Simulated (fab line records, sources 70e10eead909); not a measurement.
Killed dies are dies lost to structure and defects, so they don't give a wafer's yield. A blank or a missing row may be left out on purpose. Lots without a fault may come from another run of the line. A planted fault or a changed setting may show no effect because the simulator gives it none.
Chamber matching | flow nand_harc | NHARC_A_CONTACT_ALD_18 on ald_metal-02: 4 sister chambers
The step deposits TiN, target thk 3 nm, pulse time 1 s, ald cycles 150. 14 wafers are shown with their chamber, then 7 later ones without.

WAFERS WITH THEIR CHAMBER
wafer  | chamber | heater_power_w (W) | precursor_pulse_height_rel
L074.4 | 3       | 939                | 0.962
L074.5 | 2       | 1008               | 0.985
L074.6 | 1       | 1044               | 1.036
L077.1 | 3       | 947                | 1.002
L077.2 | 0       | 946                | 1.019
L077.5 | 3       | 962                | 1.013
L078.2 | 0       | 927                | 0.985
L078.3 | 1       | 1063               | 1.014
L078.4 | 3       | 953                | 1.002
L081.2 | 1       | 1014               | 1.040
L081.3 | 0       | 945                | 0.980
L081.4 | 2       | 985                | 0.999
L083.1 | 1       | 1025               | 0.977
L083.2 | 0       | 928                | 1.034

SIGNATURES (means of the wafers above)
reading                    | chamber 0 | chamber 1 | chamber 2 | chamber 3 | scatter within a chamber
heater_power_w             | 936.50    | 1036.50   | 996.50    | 950.25    | 15.1
precursor_pulse_height_rel | 1.00450   | 1.01675   | 0.99200   | 0.99475   | 0.0248
Rule: a wafer's distance from a chamber is the root of the sum, over the readings, of the square of ((its reading less the chamber's mean) divided by the reading's scatter). The wafer belongs to the nearest chamber; if the next one is less than 2 further off, it can't be placed. The scatter: the root of (the sum of the squares of (reading less its chamber's mean) over the shown wafers, divided by (wafers less chambers)).

WAFERS WITHOUT THEIR CHAMBER
wafer  | heater_power_w (W) | precursor_pulse_height_rel
L083.5 | 951                | 0.962
L088.2 | 948                | 0.991
L088.4 | 952                | 1.012
L088.5 | 965                | 1.043
L090.1 | 1077               | 1.015
L090.3 | 927                | 0.984
L090.5 | 1053               | 0.995

WHICH CHAMBER EACH WENT THROUGH
wafer  | from the rows above          | in truth
L083.5 | can't be placed: 3 or 0 or 2 | 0
L088.2 | can't be placed: 3 or 0      | 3
L088.4 | can't be placed: 3 or 0      | 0
L088.5 | can't be placed: 3 or 0 or 2 | 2
L090.1 | 1                            | 1
L090.3 | can't be placed: 0 or 3      | 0
L090.5 | 1                            | 1
Placed correctly: 2 of 7. Can't be placed from these rows: 5 (the true chamber is among the candidates in 5). Placed wrongly: 0.
